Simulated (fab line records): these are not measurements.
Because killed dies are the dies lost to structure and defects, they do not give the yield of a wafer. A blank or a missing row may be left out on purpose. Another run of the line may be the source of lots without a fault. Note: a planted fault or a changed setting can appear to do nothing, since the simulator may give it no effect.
The tool behind it: which one?	flow n5Finfet	24 lots with 72 wafers sampled at 6 steps, on a route of 1938 steps

## WHAT THE GAUGES SHOWED, per wafer
N5_BEOL_M13_CD_MEAS_10: target cd 190 nm.
lot	measured	on	cdNm (nm)
L074	day 10 17:47	cdSem-02	191.5 189.7 191.8
L077	day 11 10:04	cdSem-03	190.8 188.7 191.4
L075	day 11 11:31	cdSem-03	188.3 188.2 189.0
L078	day 11 18:25	cdSem-02	190.6 190.8 188.6
L076	day 11 18:52	cdSem-03	188.1 189.2 189.2
L081	day 12 01:46	cdSem-03	188.7 190.5 190.7
L079	day 12 05:29	cdSem-03	191.1 189.5 191.3
L080	day 12 13:41	cdSem-02	188.5 187.4 188.6
L082	day 12 19:16	cdSem-01	187.5 188.5 187.2
L083	day 13 06:24	cdSem-03	188.4 188.1 187.9
L084	day 13 22:44	cdSem-02	188.1 189.0 187.8
L088	day 14 03:55	cdSem-01	189.5 186.8 189.7
L085	day 14 04:10	cdSem-01	189.8 188.3 190.5
L086	day 14 10:57	cdSem-03	190.9 189.6 191.4
L087	day 14 18:20	cdSem-03	188.8 187.5 190.2
L089	day 15 04:22	cdSem-02	189.5 187.5 186.6
L090	day 15 04:35	cdSem-01	190.7 190.5 188.5
L092	day 15 04:45	cdSem-02	185.0 188.8 187.3
L091	day 15 04:55	cdSem-03	185.4 188.3 188.0
L093	day 15 16:05	cdSem-03	190.4 188.7 190.6
L097	day 16 12:04	cdSem-01	192.2 190.9 191.5
L095	day 16 12:34	cdSem-03	188.2 189.9 190.1
L094	day 16 13:42	cdSem-01	186.8 186.5 191.0
L096	day 16 14:04	cdSem-03	188.7 188.2 189.9

N5_BEOL_M13_RS_MEAS_54: a four-point-probe measurement.
lot	measured	on	M13_RS (ohm/sq)
L074	day 10 22:23	filmMetro-02	0.0462 0.0440 0.0457
L077	day 11 15:32	filmMetro-02	0.0457 0.0444 0.0439
L075	day 11 16:17	filmMetro-01	0.0449 0.0450 0.0443
L078	day 11 23:21	filmMetro-02	0.0445 0.0461 0.0447
L076	day 11 23:27	filmMetro-02	0.0469 0.0442 0.0450
L081	day 12 07:31	filmMetro-02	0.0447 0.0443 0.0448
L079	day 12 13:41	filmMetro-02	0.0442 0.0464 0.0434
L080	day 13 00:32	filmMetro-02	0.0447 0.0447 0.0446
L082	day 13 00:23	filmMetro-01	0.0434 0.0456 0.0434
L083	day 13 10:56	filmMetro-01	0.0452 0.0452 0.0453
L084	day 14 03:47	filmMetro-01	0.0448 0.0435 0.0451
L088	day 14 08:36	filmMetro-01	0.0442 0.0460 0.0461
L085	day 14 09:44	filmMetro-01	0.0443 0.0443 0.0443
L086	day 14 17:46	filmMetro-02	0.0462 0.0432 0.0435
L087	day 14 23:02	filmMetro-02	0.0462 0.0454 0.0445
L089	day 15 13:39	filmMetro-01	0.0445 0.0456 0.0462
L090	day 15 13:47	filmMetro-02	0.0450 0.0450 0.0446
L092	day 15 13:59	filmMetro-02	0.0447 0.0439 0.0462
L091	day 15 14:12	filmMetro-02	0.0447 0.0445 0.0456
L093	day 15 20:08	filmMetro-01	0.0459 0.0442 0.0465
L097	day 16 17:53	filmMetro-02	0.0444 0.0443 0.0442
L095	day 16 21:30	filmMetro-01	0.0443 0.0440 0.0444
L094	day 16 21:56	filmMetro-01	0.0438 0.0441 0.0441
L096	day 16 22:13	filmMetro-01	0.0456 0.0441 0.0460

## EACH LOT AND THE TOOL THAT RAN IT (in order: tool; ch and the chambers of the sampled wafers; start)
lot	N5_BEOL_M12_ETCH_38	N5_BEOL_M12_SPUTTER_43	N5_BEOL_M13_STRIP_64	N5_BEOL_M13_ETCH_67
L074	rieDiel-02 ch 0,1,2, day 10 15:28	pvdSputter-03, day 10 16:07	plasmaAsher-01 ch 0, day 10 18:15	rieDiel-01 ch 0,2,3, day 10 18:58
L077	rieDiel-02 ch 1,3, day 11 07:55	pvdSputter-03, day 11 08:23	plasmaAsher-01 ch 0,1, day 11 10:32	rieDiel-01 ch 0,1,2, day 11 11:16
L075	rieDiel-06 ch 1,2,3, day 11 08:40	pvdSputter-02, day 11 09:34	plasmaAsher-02 ch 0,1, day 11 11:59	rieDiel-03 ch 0,2,3, day 11 12:35
L078	rieDiel-04 ch 1,2, day 11 13:42	pvdSputter-02, day 11 14:15	plasmaAsher-02 ch 0,1, day 11 18:53	rieDiel-01 ch 2,3, day 11 19:37
L076	rieDiel-04 ch 0,3, day 11 13:50	pvdSputter-03, day 11 14:25	plasmaAsher-02 ch 0,1, day 11 19:21	rieDiel-05 ch 1,2,3, day 11 19:56
L081	rieDiel-02 ch 1,3, day 11 23:41	pvdSputter-03, day 11 23:58	plasmaAsher-02 ch 0,1, day 12 02:25	rieDiel-03 ch 2,3, day 12 03:07
L079	rieDiel-06 ch 2,3, day 12 02:46	pvdSputter-02, day 12 03:17	plasmaAsher-01 ch 0,1, day 12 06:01	rieDiel-05 ch 1,2,3, day 12 06:44
L080	rieDiel-06 ch 0,3, day 12 11:25	pvdSputter-01, day 12 12:02	plasmaAsher-02 ch 0,1, day 12 14:11	rieDiel-03 ch 1,3, day 12 14:53
L082	rieDiel-06 ch 0,1,2, day 12 16:50	pvdSputter-03, day 12 17:29	plasmaAsher-01 ch 0,1, day 12 19:45	rieDiel-01 ch 0,1, day 12 20:20
L083	rieDiel-02 ch 0,1,3, day 13 03:59	pvdSputter-03, day 13 04:27	plasmaAsher-02 ch 0,1, day 13 07:16	rieDiel-01 ch 0,2,3, day 13 07:52
L084	rieDiel-04 ch 0,1, day 13 20:39	pvdSputter-02, day 13 20:57	plasmaAsher-02 ch 0,1, day 13 23:15	rieDiel-05 ch 0,2, day 13 23:51
L088	rieDiel-06 ch 1,2, day 14 01:46	pvdSputter-03, day 14 02:16	plasmaAsher-01 ch 0,1, day 14 04:38	rieDiel-01 ch 0,1,3, day 14 05:20
L085	rieDiel-06 ch 1,3, day 14 01:52	pvdSputter-02, day 14 02:18	plasmaAsher-02 ch 1, day 14 04:58	rieDiel-03 ch 0,1,3, day 14 05:45
L086	rieDiel-02 ch 0,3, day 14 08:32	pvdSputter-01, day 14 09:08	plasmaAsher-01 ch 0,1, day 14 11:25	rieDiel-05 ch 0,1,2, day 14 12:15
L087	rieDiel-06 ch 1,2,3, day 14 16:07	pvdSputter-03, day 14 16:38	plasmaAsher-01 ch 0,1, day 14 19:26	rieDiel-01 ch 0,2,3, day 14 20:02
L089	rieDiel-02 ch 0,2,3, day 15 02:01	pvdSputter-01, day 15 02:37	plasmaAsher-02 ch 0,1, day 15 04:57	rieDiel-01 ch 0,2,3, day 15 05:41
L090	rieDiel-02 ch 0,1,2, day 15 02:16	pvdSputter-03, day 15 02:38	plasmaAsher-02 ch 0,1, day 15 05:19	rieDiel-03 ch 1,2, day 15 05:57
L092	rieDiel-04 ch 0,1,3, day 15 02:17	pvdSputter-02, day 15 02:47	plasmaAsher-02 ch 0,1, day 15 05:25	rieDiel-01 ch 0,1,2, day 15 06:21
L091	rieDiel-02 ch 0,3, day 15 02:25	pvdSputter-03, day 15 02:57	plasmaAsher-02 ch 0,1, day 15 05:37	rieDiel-03 ch 1,2,3, day 15 06:30
L093	rieDiel-02 ch 0,1, day 15 13:50	pvdSputter-01, day 15 14:26	plasmaAsher-01 ch 0,1, day 15 16:34	rieDiel-01 ch 2,3, day 15 17:18
L097	rieDiel-02 ch 0,3, day 16 09:52	pvdSputter-03, day 16 10:23	plasmaAsher-02 ch 0,1, day 16 12:47	rieDiel-03 ch 1,2, day 16 13:29
L095	rieDiel-02 ch 0,3, day 16 10:00	pvdSputter-03, day 16 10:47	plasmaAsher-02 ch 0,1, day 16 13:05	rieDiel-05 ch 0,3, day 16 13:41
L094	rieDiel-06 ch 0,2,3, day 16 11:11	pvdSputter-01, day 16 11:41	plasmaAsher-02 ch 1, day 16 14:11	rieDiel-03 ch 0,1,3, day 16 14:47
L096	rieDiel-04 ch 2,3, day 16 11:15	pvdSputter-02, day 16 11:46	plasmaAsher-02 ch 0,1, day 16 14:32	rieDiel-05 ch 1,3, day 16 15:22
- N5_BEOL_M12_ETCH_38: etches SiCN in CF4/N2, target depth 68.7 nm, time 73.4 s.
- N5_BEOL_M12_SPUTTER_43: material TaN, target thk 15 nm, time 24.19 s.
- N5_BEOL_M13_STRIP_64: strips in N2/H2.
- N5_BEOL_M13_ETCH_67: etches SiARC in CF4, target depth 143 nm, time 238.3 s.

## AS READ BY THE TOOLS THEMSELVES (means over the sampled wafers that have a number; for cases with no such wafer, the mark the record gives instead)
N5_BEOL_M12_ETCH_38.
lot	tool	drypumpMotorCurrentA (A)	oesProductAu (a.u.)	rfVppV (V)	showerheadPlenumPTorr (Torr)	throttleValvePct (%)
L074	rieDiel-02	5.5	0.71	383.4	2.20	15.42
L077	rieDiel-02	5.5	0.75	380.0	2.11	15.46
L075	rieDiel-06	5.7	0.79	380.4	2.16	15.58
L078	rieDiel-04	5.4	0.71	380.7	2.14	15.73
L076	rieDiel-04	5.7	0.75	380.8	2.17	15.55
L081	rieDiel-02	5.5	0.74	379.4	2.11	15.47
L079	rieDiel-06	5.5	0.78	380.4	2.16	15.55
L080	rieDiel-06	5.6	0.84	380.2	2.16	15.36
L082	rieDiel-06	5.8	0.81	381.2	2.16	15.53
L083	rieDiel-02	5.6	0.83	381.7	2.17	15.40
L084	rieDiel-04	5.4	0.81	381.4	2.16	15.61
L088	rieDiel-06	5.7	0.73	381.6	2.17	15.74
L085	rieDiel-06	6.0	0.82	381.1	2.14	15.60
L086	rieDiel-02	5.7	0.89	382.4	2.23	15.31
L087	rieDiel-06	5.7	0.77	381.1	2.15	15.66
L089	rieDiel-02	5.3	0.81	383.4	2.22	15.42
L090	rieDiel-02	5.4	0.86	384.9	2.28	15.19
L092	rieDiel-04	5.6	0.79	381.1	2.16	15.52
L091	rieDiel-02	5.7	0.88	382.6	2.22	15.33
L093	rieDiel-02	5.8	0.94	383.8	2.29	15.09
L097	rieDiel-02	5.4	0.83	382.0	2.18	15.53
L095	rieDiel-02	5.4	0.82	381.7	2.18	15.51
L094	rieDiel-06	5.6	0.77	381.4	2.15	15.54
L096	rieDiel-04	5.8	0.85	381.8	2.14	15.27

N5_BEOL_M12_SPUTTER_43.
lot	tool	susceptorTempC (C)	throttleValvePct (%)
L074	pvdSputter-03	49.87	29.4
L077	pvdSputter-03	50.08	29.0
L075	pvdSputter-02	49.92	29.9
L078	pvdSputter-02	50.05	30.2
L076	pvdSputter-03	50.01	29.0
L081	pvdSputter-03	50.02	29.8
L079	pvdSputter-02	49.99	30.1
L080	pvdSputter-01	49.92	28.7
L082	pvdSputter-03	49.94	28.3
L083	pvdSputter-03	49.90	29.6
L084	pvdSputter-02	50.01	29.4
L088	pvdSputter-03	50.03	29.7
L085	pvdSputter-02	49.99	29.8
L086	pvdSputter-01	49.88	30.4
L087	pvdSputter-03	50.00	28.9
L089	pvdSputter-01	50.09	31.3
L090	pvdSputter-03	49.94	29.1
L092	pvdSputter-02	50.07	29.9
L091	pvdSputter-03	50.01	28.8
L093	pvdSputter-01	49.91	28.8
L097	pvdSputter-03	49.95	29.7
L095	pvdSputter-03	50.10	29.8
L094	pvdSputter-01	49.98	30.1
L096	pvdSputter-02	50.04	30.0

N5_BEOL_M13_STRIP_64.
lot	tool	drypumpMotorCurrentA (A)	heaterPowerW (W)	oesProductAu (a.u.)	stripTimeToEndpointS (s)
L074	plasmaAsher-01	5.4	325	0.717	31.34
L077	plasmaAsher-01	5.3	343	0.714	31.38
L075	plasmaAsher-02	5.9	334	0.717	31.31
L078	plasmaAsher-02	5.9	329	0.717	31.33
L076	plasmaAsher-02	6.2	336	0.714	31.35
L081	plasmaAsher-02	6.0	330	0.718	31.37
L079	plasmaAsher-01	5.3	337	0.714	31.35
L080	plasmaAsher-02	5.9	327	0.717	31.32
L082	plasmaAsher-01	5.4	328	0.718	31.28
L083	plasmaAsher-02	5.9	331	0.711	31.34
L084	plasmaAsher-02	6.2	334	0.715	31.37
L088	plasmaAsher-01	5.4	331	0.721	31.29
L085	plasmaAsher-02	5.7	327	0.713	31.41
L086	plasmaAsher-01	5.3	339	0.717	31.39
L087	plasmaAsher-01	5.3	341	0.714	31.20
L089	plasmaAsher-02	6.2	330	0.716	31.34
L090	plasmaAsher-02	5.9	333	0.716	31.34
L092	plasmaAsher-02	6.2	330	0.715	31.20
L091	plasmaAsher-02	5.9	334	0.714	31.32
L093	plasmaAsher-01	5.3	340	0.713	31.29
L097	plasmaAsher-02	5.9	329	0.719	31.40
L095	plasmaAsher-02	6.2	331	0.712	31.35
L094	plasmaAsher-02	5.7	325	0.716	31.34
L096	plasmaAsher-02	6.2	335	0.720	31.39

N5_BEOL_M13_ETCH_67.
lot	tool	drypumpMotorCurrentA (A)	etchRfOnTimeS (s)	oesProductAu (a.u.)	rfVppV (V)	showerheadPlenumPTorr (Torr)	throttleValvePct (%)
L074	rieDiel-01	6.0	244	0.66	183.2	2.09	15.57
L077	rieDiel-01	5.8	235	0.73	185.0	2.16	15.47
L075	rieDiel-03	6.1	226	0.74	183.9	2.12	15.50
L078	rieDiel-01	5.8	239	0.69	183.3	2.07	15.48
L076	rieDiel-05	5.5	236	0.73	184.7	2.17	15.34
L081	rieDiel-03	5.6	230	0.66	183.2	2.11	15.62
L079	rieDiel-05	5.5	236	0.73	184.5	2.17	15.34
L080	rieDiel-03	5.3	226	0.75	183.7	2.10	15.58
L082	rieDiel-01	5.8	232	0.75	185.1	2.22	15.44
L083	rieDiel-01	6.0	246	0.64	183.9	2.08	15.61
L084	rieDiel-05	5.9	237	0.68	184.4	2.11	15.36
L088	rieDiel-01	6.0	241	0.67	184.5	2.15	15.57
L085	rieDiel-03	5.9	232	0.75	183.2	2.11	15.51
L086	rieDiel-05	5.8	239	0.67	183.9	2.12	15.44
L087	rieDiel-01	6.0	242	0.63	183.0	2.08	15.63
L089	rieDiel-01	6.0	245	0.63	183.7	2.08	15.64
L090	rieDiel-03	5.0	233	0.63	183.6	2.11	15.87
L092	rieDiel-01	5.8	237	0.69	183.8	2.15	15.53
L091	rieDiel-03	5.4	229	0.69	183.0	2.10	15.65
L093	rieDiel-01	6.1	242	0.63	184.4	2.06	15.60
L097	rieDiel-03	4.9	231	0.75	183.8	2.10	15.68
L095	rieDiel-05	5.8	224	0.71	183.1	2.14	15.67
L094	rieDiel-03	5.9	227	0.73	183.0	2.10	15.55
L096	rieDiel-05	5.5	239	0.68	184.8	2.16	15.47

## THE ANSWER, worked out from the rows above alone
Rule: the usual values come from the lots themselves. The widest of any qualifying gaps counts: lots, ordered by their means at a reading, are off when they make up no more than a third of the lots, leave a main group of 4 or more, and stand apart from it by 3 or more times the standard deviation of that group's means. Not used: any main group whose means are identical at the precision the tables above print for the reading. Also off: a lot with no number at a reading for which 4 or more lots have one. Any other lot the step has rows for is counted as sound. Order of review: gauges by route order, followed by the tools' own readings, for which a lot's mean as printed above is used. At the first step where some lot is off, the reading lying furthest off is the one used; lots without a number count as furthest.
Nothing can be told from this: no lot is off at any reading shown.

## WHAT WAS PUT IN BY THE SIMULATOR
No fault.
